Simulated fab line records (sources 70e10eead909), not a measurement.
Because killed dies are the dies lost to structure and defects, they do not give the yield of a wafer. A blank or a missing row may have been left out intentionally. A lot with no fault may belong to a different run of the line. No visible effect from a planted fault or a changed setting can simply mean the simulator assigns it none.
Chamber matching | flow nand-harc | NHARC_HYBRID_BOND_ACTIVATE_00 on rie-diel-08: 4 sister chambers
The step chemistry N2, time 60 s. 14 wafers are shown with their chamber, then 7 later ones without.

## WAFERS WITH THEIR CHAMBER
wafer  | chamber | oes-product-au (a.u.) | rf-vpp-V (V)
L547.2 | 3       | 0.993                 | 63.6
L547.4 | 1       | 1.020                 | 66.6
L547.5 | 2       | 0.997                 | 64.3
L546.2 | 3       | 0.994                 | 64.9
L546.4 | 2       | 1.005                 | 62.9
L546.5 | 2       | 1.017                 | 62.8
L565.3 | 2       | 1.000                 | 64.4
L565.5 | 1       | 1.015                 | 63.9
L565.6 | 2       | 0.980                 | 64.5
L568.1 | 2       | 1.009                 | 63.5
L568.3 | 1       | 1.035                 | 65.0
L568.4 | 3       | 1.001                 | 66.0
L566.2 | 2       | 0.997                 | 64.0
L566.3 | 0       | 0.970                 | 63.5

SIGNATURES (averages over the wafers above)
reading        | chamber 0 | chamber 1 | chamber 2 | chamber 3 | scatter within a chamber
oes-product-au | 0.97000   | 1.02333   | 1.00071   | 0.99600   | 0.0103
rf-vpp-V       | 63.500    | 65.167    | 63.771    | 64.833    | 0.98
Rule: a wafer's distance from a chamber is the root of the sum, over the readings, of the square of ((its reading less the chamber's mean) divided by the reading's scatter). The wafer belongs to the nearest chamber; if the next one is less than 2 further off, it can't be placed. How the scatter is found: for the shown wafers, subtract from each reading the mean of its chamber, square and add these, divide the total by (wafers less chambers), then take the root.

## WAFERS WITHOUT THEIR CHAMBER
wafer  | oes-product-au (a.u.) | rf-vpp-V (V)
L566.4 | 0.981                 | 62.0
L567.2 | 1.027                 | 65.6
L567.4 | 0.994                 | 62.9
L567.5 | 0.994                 | 63.7
L569.3 | 0.966                 | 63.2
L569.4 | 0.992                 | 62.9
L569.6 | 0.985                 | 62.6

## EACH ONE'S CHAMBER
wafer  | from the rows above          | in truth
L566.4 | can't be placed: 0 or 2 or 3 | 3
L567.2 | 1                            | 1
L567.4 | can't be placed: 2 or 3 or 0 | 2
L567.5 | can't be placed: 2 or 3 or 0 | 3
L569.3 | 0                            | 0
L569.4 | can't be placed: 2 or 3 or 0 | 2
L569.6 | can't be placed: 0 or 2 or 3 | 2
Correct placement for 2 of the 7. Cannot be placed on the basis of these rows: 5; the candidates contain the true chamber in 5. Number placed wrongly: 0.
